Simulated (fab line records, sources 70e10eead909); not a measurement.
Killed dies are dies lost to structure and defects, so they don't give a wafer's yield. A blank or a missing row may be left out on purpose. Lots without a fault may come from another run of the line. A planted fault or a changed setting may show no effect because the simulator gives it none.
One fault seen from 2 desks | flow nand_harc | each desk has only its own numbers; what lay behind them comes last

THE METROLOGY DESK
What the gauges read, lot by lot, whatever tool the lot ran on: means of the sampled wafers that have a number. A lot is out of limits, marked OUT, if its mean lies more than 4 standard deviations from the usual mean; the brackets give that distance.
Columns: A = cd_nm at NHARC_A_ZERO_WELL_CD_MEAS_10, usual 2001.0 nm; B = thk_nm at NHARC_A_ONON_D1_THK_MEAS_05, usual 998 nm
lot  | first seen here | A      | B
L770 | day 6 15:05     | 1996.5 | 1006
L772 | day 7 04:53     | 2001.0 | 976
L776 | day 8 01:03     | 1997.4 | 1098 (+8.3) OUT
L779 | day 8 16:13     | 2003.6 | 1105 (+8.9) OUT
L778 | day 8 17:19     | 2000.3 | 977
L783 | day 9 18:39     | 2002.6 | 994
L786 | day 10 18:05    | 2001.5 | 1002
L787 | day 10 18:31    | 2002.7 | 987
L788 | day 10 23:25    | 2002.4 | 995
L789 | day 10 23:36    | 1998.8 | 986
L790 | day 11 22:28    | 1997.6 | 997
L791 | day 11 22:34    | 1999.4 | 1017
L792 | day 12 00:44    | 2000.9 | 1012
L793 | day 12 01:20    | 2001.5 | 990
This desk's finding: out of limits on L776, L779; first on L776, day 9 00:26 (thk_nm at NHARC_A_ONON_D1_THK_MEAS_05). In limits: L770, L772, L778, L783, L786, L787, L788, L789, L790, L791, L792, L793.

THE TOOL OWNER'S DESK: pecvd_onon-01
The tool's own readings at NHARC_A_ONON_D1_DEP_03 (target thk 1000 nm): means of the sampled wafers that have a number, for each lot that ran on this tool. A lot is out of limits, marked OUT, if its mean lies more than 4 standard deviations from the usual mean; the brackets give that distance.
Columns: A = n2o_flow_sccm at NHARC_A_ONON_D1_DEP_03, usual 2002 sccm
lot  | first seen here | A
L772 | day 8 04:49     | 1996
L776 | day 8 23:59     | 2002
L779 | day 9 16:13     | 2012
L789 | day 11 22:13    | 2002
L792 | day 12 21:42    | 1991
L793 | day 12 22:03    | 2001
This desk's finding: nothing out of limits on any of the 6 lots.

PUT TOGETHER
The metrology desk could have raised an alarm at day 9 00:26, on L776, L779.
The tool owner's desk saw nothing out of limits.
The tool owner's desk has L776, L779 on record, within its limits.
Of the lots named, all ran NHARC_A_ONON_D1_DEP_03 on pecvd_onon-01.

WHAT THE SIMULATOR HAD PUT IN
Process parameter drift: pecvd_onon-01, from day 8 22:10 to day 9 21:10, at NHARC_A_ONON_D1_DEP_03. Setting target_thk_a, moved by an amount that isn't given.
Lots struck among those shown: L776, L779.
Hours from the fault's start to each desk's first reading out of limits: the metrology desk, 2.
